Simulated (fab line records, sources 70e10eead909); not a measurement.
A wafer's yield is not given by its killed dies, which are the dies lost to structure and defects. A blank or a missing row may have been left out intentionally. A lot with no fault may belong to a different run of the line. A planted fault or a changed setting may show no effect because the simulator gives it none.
Which tool is to blame?	flow nand_harc	66 wafers from 22 lots sampled at 5 of the route's 1302 steps

## WHAT THE GAUGES READ, wafer by wafer
NHARC_A_BONDPAD_CD_MEAS_13. Usual: cd_nm 500.3 nm, standard deviation 2.4.
lot	measured	on	cd_nm (nm)	flag
L074	day 23 04:38	cd_sem-03	504.6 498.8 499.9	
L075	day 23 12:14	cd_sem-01	502.6 500.9 502.0	
L076	day 23 20:29	cd_sem-02	500.7 502.0 502.1	
L077	day 24 07:48	cd_sem-03	502.4 500.1 498.3	
L078	day 24 10:20	cd_sem-03	502.0 501.8 499.2	
L080	day 25 12:20	cd_sem-02	502.1 500.4 501.5	
L083	day 26 07:48	cd_sem-01	503.3 499.3 499.9	
L081	day 26 09:04	cd_sem-01	501.3 497.2 499.4	
L082	day 26 09:24	cd_sem-01	502.3 496.1 500.6	
L084	day 27 00:24	cd_sem-01	498.3 497.1 501.9	
L085	day 27 01:02	cd_sem-02	501.7 501.1 500.7	
L087	day 28 08:12	cd_sem-01	503.5 503.5 500.7	
L086	day 28 09:23	cd_sem-02	501.8 502.0 501.8	
L089	day 28 23:01	cd_sem-03	500.9 497.9 496.0	
L088	day 29 03:38	cd_sem-01	500.8 502.2 504.7	
L090	day 30 04:47	cd_sem-03	495.9 496.5 497.0	
L093	day 30 23:49	cd_sem-03	501.9 500.3 502.7	
L092	day 31 00:53	cd_sem-01	499.7 500.4 503.3	
L094	day 31 14:35	cd_sem-02	498.9 500.2 501.1	
L095	day 31 16:08	cd_sem-03	497.4 498.7 498.6	
L096	day 32 05:16	cd_sem-01	496.1 497.5 499.8	
L097	day 32 19:36	cd_sem-01	494.7 501.7 495.6	

## TOOL THAT RAN EACH LOT (tool first, then ch and the chambers of the sampled wafers, then the start)
lot	NHARC_A_BLC_ETCH_16	NHARC_A_BLC_CMP_25	NHARC_A_BONDPAD_DEP_00	NHARC_A_BONDPAD_ETCH_34
L074	rie_diel-07 ch 0,1,2, day 22 14:56	cmp-04 ch 0,1,3, day 22 17:23	pecvd-03 ch 0,1, day 23 02:43	rie_diel-10 ch 0,2,3, day 23 04:24
L075	rie_diel-04 ch 1,2,3, day 22 23:19	cmp-01 ch 0,1,2, day 23 01:49	pecvd-02 ch 1,2, day 23 10:36	rie_diel-10 ch 0,1,3, day 23 11:59
L076	rie_diel-07 ch 1,2,3, day 23 07:33	cmp-04 ch 0,1,3, day 23 10:03	pecvd-03 ch 1,2, day 23 18:52	rie_diel-01 ch 0,1,2, day 23 20:16
L077	rie_diel-04 ch 2,3, day 23 18:29	cmp-01 ch 0,1,2, day 23 21:01	pecvd-02 ch 0,1, day 24 06:10	rie_diel-10 ch 0,1, day 24 07:34
L078	rie_diel-04 ch 1,2,3, day 23 20:56	cmp-02 ch 1,2,3, day 23 23:24	pecvd-03 ch 0,2, day 24 08:42	rie_diel-10 ch 0,2,3, day 24 10:06
L080	rie_diel-07 ch 1,2,3, day 24 23:23	cmp-02 ch 0,2,3, day 25 01:50	pecvd-02 ch 0,1,2, day 25 10:35	rie_diel-10 ch 0,1,2, day 25 12:07
L083	rie_diel-07 ch 2,3, day 25 18:50	cmp-01 ch 0,1, day 25 21:19	pecvd-02 ch 1,2, day 26 06:16	rie_diel-01 ch 0,1,2, day 26 07:34
L081	rie_diel-02 ch 0,2,3, day 25 19:58	cmp-04 ch 0,3, day 25 22:26	pecvd-02 ch 0,1, day 26 07:14	rie_diel-10 ch 1,2, day 26 08:48
L082	rie_diel-07 ch 0,2,3, day 25 20:13	cmp-01 ch 0,1,3, day 25 22:40	pecvd-01 ch 1,2, day 26 07:38	rie_diel-10 ch 2,3, day 26 09:08
L084	rie_diel-07 ch 0,1, day 26 10:46	cmp-01 ch 2,3, day 26 13:25	pecvd-02 ch 0,1,2, day 26 22:19	rie_diel-01 ch 0,1,2, day 27 00:11
L085	rie_diel-02 ch 0,1,3, day 26 12:04	cmp-01 ch 0,1,3, day 26 14:34	pecvd-02 ch 1,2, day 26 23:17	rie_diel-03 ch 0,1,2, day 27 00:49
L087	rie_diel-04 ch 0,1,3, day 27 18:46	cmp-04 ch 2,3, day 27 21:25	pecvd-02 ch 1,2, day 28 06:37	rie_diel-10 ch 0,1,3, day 28 07:58
L086	rie_diel-07 ch 0,2,3, day 27 20:24	cmp-02 ch 0,1,2, day 27 22:53	pecvd-01 ch 0,2, day 28 09:09 or earlier	rie_diel-03 ch 0,1,3, day 28 09:09
L089	rie_diel-04 ch 0,3, day 28 09:58	cmp-04 ch 0,1,3, day 28 12:28	pecvd-02 ch 0,1,2, day 28 21:17	rie_diel-01 ch 1,2, day 28 22:46
L088	rie_diel-07 ch 0,1,3, day 28 14:49	cmp-02 ch 0,1,3, day 28 17:20	pecvd-02 ch 0,1,2, day 29 01:58	rie_diel-10 ch 0,3, day 29 03:23
L090	rie_diel-07 ch 1,2,3, day 29 15:11	cmp-01 ch 0,1,2, day 29 17:53	pecvd-01 ch 0,1,2, day 30 03:10	rie_diel-10 ch 1,2,3, day 30 04:34
L093	rie_diel-04 ch 0,1,2, day 30 10:47	cmp-01 ch 2,3, day 30 13:19	pecvd-02 ch 0,2, day 30 22:04	rie_diel-10 ch 0,1, day 30 23:35
L092	rie_diel-02 ch 0,1,2, day 30 11:11	cmp-04 ch 0,1,2, day 30 14:05	pecvd-03 ch 0,1,2, day 31 00:40 or earlier	rie_diel-03 ch 1,3, day 31 00:40
L094	rie_diel-07 ch 0,2,3, day 31 01:15	cmp-02 ch 1,2,3, day 31 03:44	pecvd-02 ch 0,1,2, day 31 12:58	rie_diel-10 ch 0,1, day 31 14:20
L095	rie_diel-07 ch 1,2,3, day 31 02:57	cmp-04 ch 0,1, day 31 05:25	pecvd-02 ch 0,1,2, day 31 14:32	rie_diel-10 ch 1,2,3, day 31 15:55
L096	rie_diel-07 ch 0,1,2, day 31 16:13	cmp-01 ch 0,2,3, day 31 18:40	pecvd-01 ch 0,1,2, day 32 03:34	rie_diel-10 ch 0,1,3, day 32 05:03
L097	rie_diel-04 ch 0,2,3, day 32 06:27	cmp-04 ch 0,1,3, day 32 08:56	pecvd-02 ch 0,1,2, day 32 17:50	rie_diel-01 ch 1,2, day 32 19:20
- NHARC_A_BLC_ETCH_16: etches the open film in CF4, target depth 39 nm, time 65 s.
- NHARC_A_BLC_CMP_25: polishes, t overpolish 30 s, target thk 150 nm.
- NHARC_A_BONDPAD_DEP_00: deposits SiCN, target thk 250 nm.
- NHARC_A_BONDPAD_ETCH_34: etches the open film in N2/H2, target depth 60 nm, overetch 18 nm, time 65.91 s.

## WHAT THE TOOLS THEMSELVES READ (means of the sampled wafers that have a number; where no wafer has one, the mark that the record gives instead)
NHARC_A_BLC_ETCH_16. Usual: chamber_pressure_mTorr 50.00 mTorr, standard deviation 0.044; drypump_motor_current_A 5.7 A, standard deviation 0.35; oes_product_au 1.009 a.u., standard deviation 0.015; rf_vpp_V 151.1 V, standard deviation 1.1; showerhead_plenum_p_Torr 1.74 Torr, standard deviation 0.067; throttle_valve_pct 13.286 %, standard deviation 0.0095.
lot	tool	chamber_pressure_mTorr (mTorr)	drypump_motor_current_A (A)	oes_product_au (a.u.)	rf_vpp_V (V)	showerhead_plenum_p_Torr (Torr)	throttle_valve_pct (%)	flag
L074	rie_diel-07	50.06	5.4	1.015	151.7	1.77	13.282	
L075	rie_diel-04	50.00	6.0	1.002	151.1	1.78	13.287	
L076	rie_diel-07	49.97	5.6	1.007	150.6	1.71	13.296	
L077	rie_diel-04	50.03	6.2	1.014	151.8	1.76	13.282	
L078	rie_diel-04	49.96	6.1	1.002	152.3	1.78	13.279	
L080	rie_diel-07	50.01	5.6	1.014	149.6	1.71	13.286	
L083	rie_diel-07	49.95	5.8	1.031	149.7	1.68	13.280	
L081	rie_diel-02	50.00	5.6	0.997	150.7	1.68	13.287	
L082	rie_diel-07	50.01	5.5	1.019	150.7	1.74	13.285	
L084	rie_diel-07	49.95	5.1	1.016	152.1	1.82	13.288	
L085	rie_diel-02	50.03	5.8	1.000	150.7	1.75	13.281	
L087	rie_diel-04	50.00	5.9	1.006	151.0	1.76	13.287	
L086	rie_diel-07	49.96	5.5	1.022	150.6	1.74	13.278	
L089	rie_diel-04	50.00	5.9	1.001	150.1	1.71	13.295	
L088	rie_diel-07	49.97	5.4	1.012	151.3	1.75	13.285	
L090	rie_diel-07	50.01	5.6	1.025	150.7	1.70	13.291	
L093	rie_diel-04	49.98	5.7	0.997	150.4	1.76	13.273	
L092	rie_diel-02	50.00	5.8	0.988	151.0	1.72	13.285	
L094	rie_diel-07	50.00	5.5	1.009	151.2	1.73	13.277	
L095	rie_diel-07	49.98	5.6	1.012	151.3	1.70	13.283	
L096	rie_diel-07	49.96	5.4	1.011	151.4	1.76	13.295	
L097	rie_diel-04	50.02	6.0	1.002	151.2	1.73	13.286	

NHARC_A_BLC_CMP_25. Usual: motor_current_A 12.5 A, standard deviation 1.1; overpolish_run_s 30.001 s, standard deviation 0.0089; slurry_flow_ml_min 150.0, standard deviation 0.5; time_to_endpoint_s 31 s, standard deviation 3.6.
lot	tool	motor_current_A (A)	overpolish_run_s (s)	slurry_flow_ml_min	time_to_endpoint_s (s)	flag
L074	cmp-04	12.4	29.999	150.3	31	
L075	cmp-01	13.2	30.004	150.1	35	
L076	cmp-04	12.6	29.993	149.8	29	
L077	cmp-01	13.4	30.002	150.2	29	
L078	cmp-02	11.8	30.000	149.8	31	
L080	cmp-02	11.0	30.003	149.6	32	
L083	cmp-01	13.5	30.006	150.0	29	
L081	cmp-04	12.4	30.006	150.5	29	
L082	cmp-01	12.9	30.001	149.8	28	
L084	cmp-01	12.0	29.996	150.0	32	
L085	cmp-01	13.0	29.998	149.9	31	
L087	cmp-04	12.7	30.007	149.6	31	
L086	cmp-02	11.7	30.002	150.3	33	
L089	cmp-04	12.2	29.996	150.0	27	
L088	cmp-02	12.1	30.002	150.1	31	
L090	cmp-01	13.3	29.995	150.1	29	
L093	cmp-01	12.4	30.003	150.2	36	
L092	cmp-04	12.8	30.009	150.1	31	
L094	cmp-02	12.0	30.002	149.8	31	
L095	cmp-04	12.7	29.996	150.1	29	
L096	cmp-01	12.4	30.003	150.2	32	
L097	cmp-04	12.1	30.002	149.7	27	

NHARC_A_BONDPAD_DEP_00. Usual: heater_power_w 584 W, standard deviation 63; showerhead_vpp_V 1321 V, standard deviation 39.
lot	tool	heater_power_w (W)	showerhead_vpp_V (V)	flag
L074	pecvd-03	611	1292	
L075	pecvd-02	560	1324	
L076	pecvd-03	576	1258	
L077	pecvd-02	560	1311	
L078	pecvd-03	547	1295	
L080	pecvd-02	588	1338	
L083	pecvd-02	543	1314	
L081	pecvd-02	619	1303	
L082	pecvd-01	526	1398	
L084	pecvd-02	580	1309	
L085	pecvd-02	544	1329	
L087	pecvd-02	564	1328	
L086	pecvd-01	636	1309	
L089	pecvd-02	613	1333	
L088	pecvd-02	601	1334	
L090	pecvd-01	552	1351	
L093	pecvd-02	675	1314	
L092	pecvd-03	568	1271	
L094	pecvd-02	560	1330	
L095	pecvd-02	610	1316	
L096	pecvd-01	523	1358	
L097	pecvd-02	594	1320	

NHARC_A_BONDPAD_ETCH_34. Usual: chamber_pressure_mTorr 30.002 mTorr, standard deviation 0.028; drypump_motor_current_A 5.9 A, standard deviation 0.42; h2_flow_sccm 149.9 sccm, standard deviation 0.42; oes_product_au 1.003 a.u., standard deviation 0.014; rf_vpp_V 429.7 V, standard deviation 3; showerhead_plenum_p_Torr 2.01 Torr, standard deviation 0.11; throttle_valve_pct 14.170 %, standard deviation 0.0091.
lot	tool	chamber_pressure_mTorr (mTorr)	drypump_motor_current_A (A)	h2_flow_sccm (sccm)	oes_product_au (a.u.)	rf_vpp_V (V)	showerhead_plenum_p_Torr (Torr)	throttle_valve_pct (%)	flag
L074	rie_diel-10	30.006	5.7	149.9	1.007	429.2	1.98	14.164	
L075	rie_diel-10	30.013	5.7	149.7	1.003	427.8	1.93	14.167	
L076	rie_diel-01	29.994	5.9	150.0	0.987	432.5	2.09	14.164	
L077	rie_diel-10	30.003	5.6	149.9	0.999	426.7	1.93	14.171	
L078	rie_diel-10	30.004	5.8	150.1	1.014	429.5	1.98	14.174	
L080	rie_diel-10	30.014	6.0	149.8	1.007	429.6	2.00	14.173	
L083	rie_diel-01	29.993	5.9	150.1	1.003	432.4	2.09	14.182	
L081	rie_diel-10	29.984	6.3	149.9	0.989	430.7	2.07	14.171	
L082	rie_diel-10	29.984	5.8	150.3	1.014	428.7	1.98	14.175	
L084	rie_diel-01	29.978	5.9	149.9	1.005	431.4	2.09	14.167	
L085	rie_diel-03	29.996	6.0	149.9	1.011	432.3	2.12	14.173	
L087	rie_diel-10	30.029	5.7	149.8	1.008	427.3	1.93	14.169	
L086	rie_diel-03	30.029	5.9	150.3	1.012	430.9	2.07	14.170	
L089	rie_diel-01	29.973	5.6	149.7	0.983	432.7	2.12	14.167	
L088	rie_diel-10	29.997	5.4	149.7	1.024	426.8	1.91	14.169	
L090	rie_diel-10	29.991	6.1	150.2	1.002	429.2	2.00	14.167	
L093	rie_diel-10	29.988	5.6	149.8	1.003	427.2	1.93	14.165	
L092	rie_diel-03	29.994	5.9	150.0	0.998	432.8	2.11	14.172	
L094	rie_diel-10	29.975	6.0	149.6	0.994	429.1	1.94	14.163	
L095	rie_diel-10	29.979	6.1	149.9	0.998	428.9	2.00	14.169	
L096	rie_diel-10	30.001	5.7	150.3	1.006	428.0	1.93	14.169	
L097	rie_diel-01	30.006	5.6	150.1	0.985	432.8	2.11	14.167	

## THE ANSWER, worked out from the rows above alone
Rule: a lot counts as off when the mean over its wafers that have a number is more than 3 standard deviations away from the usual mean. Also off: a lot with no number at a reading for which 4 or more lots have one. All remaining lots with rows at the step are treated as sound. After the gauges, taken in route order, come the tools' own readings; for these a lot's mean is taken, as printed above. The first step at which some lot is off is used, and at that step the reading that is off furthest; a lot without a number counts as furthest.
Nothing can be told from this: no lot is off at any reading shown.

## WHAT THE SIMULATOR HAD PUT IN
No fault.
